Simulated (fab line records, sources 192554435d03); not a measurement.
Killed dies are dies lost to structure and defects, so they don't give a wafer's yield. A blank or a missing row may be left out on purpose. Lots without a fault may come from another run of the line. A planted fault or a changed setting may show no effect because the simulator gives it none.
Which tool did it? | flow n5_finfet | 11 lots, 30 wafers sampled, at 4 steps of a route of 1938

WHAT THE GAUGES READ, wafer by wafer
N5_BEOL_M4_RC_MEAS_101. Usual: DIBL_N 35.8 mV/V, standard deviation 1.8; DIBL_P 35.6 mV/V, standard deviation 2; IOFF_N 0.148 nA/um, standard deviation 0.028; IOFF_P 0.20 nA/um, standard deviation 0.034; ION_N 672 uA/um, standard deviation 12; ION_P 462 uA/um, standard deviation 8.5; SS_N 71.2 mV/dec, standard deviation 0.65; SS_P 73.1 mV/dec, standard deviation 0.67; VT_N 251 mV, standard deviation 3.3; VT_P -251 mV, standard deviation 3.8.
lot  | measured     | on        | DIBL_N (mV/V)  | DIBL_P (mV/V)  | IOFF_N (nA/um)    | IOFF_P (nA/um) | ION_N (uA/um) | ION_P (uA/um) | SS_N (mV/dec)  | SS_P (mV/dec)  | VT_N (mV)   | VT_P (mV)      | flag
L809 | day 7 15:10  | prober-02 | 34.6 32.9 34.0 | 35.2 34.3 36.4 | 0.150 0.119 0.145 | 0.16 0.15 0.17 | 674 660 677   | 449 454 459   | 71.1 70.7 71.5 | 72.6 72.5 73.4 | 252 253 251 | -258 -257 -255 |
L811 | day 8 00:16  | prober-01 | 35.3 34.6 35.5 | 35.9 34.8 35.3 | 0.161 0.154 0.159 | 0.22 0.20 0.22 | 685 675 682   | 471 462 471   | 71.8 71.3 72.4 | 73.3 73.1 72.5 | 252 250 252 | -248 -248 -248 |
L810 | day 8 02:58  | prober-01 | 37.7 36.9 36.8 | 38.6 36.7 37.4 | 0.156 0.151 0.145 | 0.22 0.20 0.21 | 647 672 674   | 451 461 464   | 72.1 70.9 70.4 | 73.9 72.5 73.5 | 252 252 250 | -247 -248 -248 |
L812 | day 9 00:37  | prober-01 | 36.3 36.9 38.3 | 34.1 34.5 36.7 | 0.138 0.141 0.175 | 0.20 0.21 0.24 | 662 675 677   | 464 469 468   | 71.5 70.9 71.1 | 73.2 73.8 73.7 | 253 253 247 | -248 -248 -248 |
L814 | day 9 04:34  | prober-01 | 37.6 37.9 36.8 | 36.9 37.5 35.5 | 0.169 0.162 0.147 | 0.20 0.22 0.18 | 693 684 675   | 465 461 462   | 71.9 71.7 71.4 | 73.8 74.0 72.9 | 245 247 251 | -252 -249 -254 |
L813 | day 9 07:23  | prober-01 | 35.4 36.7      | 38.2 37.9      | 0.152 0.165       | 0.20 0.19      | 674 671       | 463 461       | 71.5 71.0      | 72.6 73.1      | 252 250     | -254 -256      |
L818 | day 10 02:16 | prober-02 | 34.6 35.2      | 34.3 34.7      | 0.121 0.137       | 0.19 0.19      | 663 677       | 457 468       | 70.1 70.8      | 73.5 72.4      | 253 250     | -249 -249      |
L821 | day 11 02:18 | prober-01 | 34.6 34.9      | 35.0 35.4      | 0.145 0.152       | 0.18 0.20      | 681 679       | 462 460       | 71.2 71.2      | 72.8 73.0      | 251 250     | -250 -249      |
L827 | day 12 03:19 | prober-01 | 38.5 35.8 35.6 | 39.8 34.5 36.1 | 0.191 0.137 0.146 | 0.25 0.17 0.18 | 679 663 683   | 463 454 466   | 72.1 71.6 71.5 | 73.7 73.0 73.1 | 248 252 251 | -248 -252 -255 |
L830 | day 13 02:19 | prober-01 | 38.6 37.8 38.0 | 41.2 39.5 39.9 | 0.200 0.181 0.183 | 0.27 0.24 0.25 | 678 684 682   | 464 462 472   | 72.5 71.2 72.0 | 74.2 73.9 74.1 | 245 247 250 | -247 -249 -247 |
L831 | day 13 18:52 | prober-02 | 35.8 38.4 35.3 | 35.0 37.4 33.1 | 0.147 0.197 0.138 | 0.19 0.24 0.18 | 677 691 682   | 463 478 464   | 71.3 71.6 71.0 | 72.4 72.5 71.9 | 250 246 254 | -248 -247 -250 |

N5_PASSIVATION_INSPECT_61: inspects for defects (macro). Usual: raw_defect_count 2.0, standard deviation 1.5.
lot  | measured     | on                | raw_defect_count | flag
L809 | day 11 06:13 | defect_inspect-01 | 0 1 3            |
L811 | day 11 14:18 | defect_inspect-01 | 1 5 3            |
L810 | day 11 17:34 | defect_inspect-02 | 3 3 2            |
L812 | day 12 18:14 | defect_inspect-01 | 0 5 1            |
L814 | day 12 21:53 | defect_inspect-02 | 2 1 1            |
L813 | day 13 13:01 | defect_inspect-01 | 2 2              |
L818 | day 14 01:52 | defect_inspect-01 | 2 1              |
L821 | day 15 00:23 | defect_inspect-02 | 7 2              |
L827 | day 16 06:49 | defect_inspect-01 | 0 2 2            |
L830 | day 16 19:28 | defect_inspect-01 | 4 4 1            |
L831 | day 17 13:29 | defect_inspect-01 | 5 2 1            |

WHICH TOOL RAN EACH LOT (tool, then ch and the chambers of the sampled wafers, then the start)
lot  | N5_BEOL_M15_SPUTTER_45       | N5_MIM_TOP_ETCH_PECVD_03
L809 | pvd_sputter-03, day 10 22:34 | pecvd-04 ch 0,2, day 11 02:50
L811 | pvd_sputter-01, day 11 07:07 | pecvd-02 ch 0,2, day 11 12:23
L810 | pvd_sputter-01, day 11 10:06 | pecvd-02 ch 0,1,2, day 11 15:33
L812 | pvd_sputter-02, day 12 09:07 | pecvd-03 ch 0,1,2, day 12 15:53
L814 | pvd_sputter-02, day 12 14:17 | pecvd-03 ch 0,1,2, day 12 19:34
L813 | pvd_sputter-02, day 13 02:16 | pecvd-02 ch 0,1, day 13 08:01
L818 | pvd_sputter-02, day 13 19:16 | pecvd-02 ch 0, day 13 23:40
L821 | pvd_sputter-02, day 14 14:41 | pecvd-04 ch 0, day 14 20:28
L827 | pvd_sputter-01, day 15 22:39 | pecvd-03 ch 0,1,2, day 16 05:02
L830 | pvd_sputter-03, day 16 10:58 | pecvd-02 ch 0,1,2, day 16 17:24
L831 | pvd_sputter-02, day 17 04:52 | pecvd-03 ch 0,2, day 17 11:27
- N5_BEOL_M15_SPUTTER_45: material Cu, target thk 100 nm, time 16.67 s.
- N5_MIM_TOP_ETCH_PECVD_03: deposits SiNx from SiH4/NH3/N2, target thk 20 nm, time 17.6 s.

WHAT THE TOOLS THEMSELVES READ (means of the sampled wafers that have a number; where no wafer has one, the mark that the record gives instead)
N5_BEOL_M15_SPUTTER_45. Usual: throttle_valve_pct 30.3 %, standard deviation 1.1.
lot  | tool           | throttle_valve_pct (%) | flag
L809 | pvd_sputter-03 | 28.5                   |
L811 | pvd_sputter-01 | 30.7                   |
L810 | pvd_sputter-01 | 30.7                   |
L812 | pvd_sputter-02 | 29.9                   |
L814 | pvd_sputter-02 | 30.2                   |
L813 | pvd_sputter-02 | 30.6                   |
L818 | pvd_sputter-02 | 30.6                   |
L821 | pvd_sputter-02 | 30.1                   |
L827 | pvd_sputter-01 | 30.9                   |
L830 | pvd_sputter-03 | 30.7                   |
L831 | pvd_sputter-02 | 30.4                   |

N5_MIM_TOP_ETCH_PECVD_03. Usual: heater_power_w 760 W, standard deviation 78; showerhead_plenum_p_Torr 5.16 Torr, standard deviation 0.06; throttle_valve_pct 40.1 %, standard deviation 2.3.
lot  | tool     | heater_power_w (W) | showerhead_plenum_p_Torr (Torr) | throttle_valve_pct (%) | flag
L809 | pecvd-04 | 783                | 5.14                            | 38.2                   |
L811 | pecvd-02 | 801                | 5.17                            | 40.3                   |
L810 | pecvd-02 | 782                | 5.16                            | 40.7                   |
L812 | pecvd-03 | 718                | 5.17                            | 39.9                   |
L814 | pecvd-03 | 733                | 5.17                            | 39.9                   |
L813 | pecvd-02 | 845                | 5.14                            | 41.7                   |
L818 | pecvd-02 | 764                | 5.16                            | 42.8                   |
L821 | pecvd-04 | 689                | 5.07                            | 39.7                   |
L827 | pecvd-03 | 717                | 5.17                            | 39.8                   |
L830 | pecvd-02 | 830                | 5.16                            | 41.0                   |
L831 | pecvd-03 | 697                | 5.12                            | 39.8                   |

THE ANSWER, worked out from the rows above alone
Rule: a lot is off if the mean of its wafers that have a number lies more than 3 standard deviations from the usual mean. A lot without any number at a reading at which 4 lots or more have one is off too. The other lots that the step has rows for count as sound. The gauges are gone through in route order, then the tools' own readings, and for those a lot's mean is taken as printed above. The first step at which some lot is off is used, and at that step the reading that is off furthest; a lot without a number counts as furthest.
No lot is off at any reading shown: from this, nothing can be told.

WHAT THE SIMULATOR HAD PUT IN
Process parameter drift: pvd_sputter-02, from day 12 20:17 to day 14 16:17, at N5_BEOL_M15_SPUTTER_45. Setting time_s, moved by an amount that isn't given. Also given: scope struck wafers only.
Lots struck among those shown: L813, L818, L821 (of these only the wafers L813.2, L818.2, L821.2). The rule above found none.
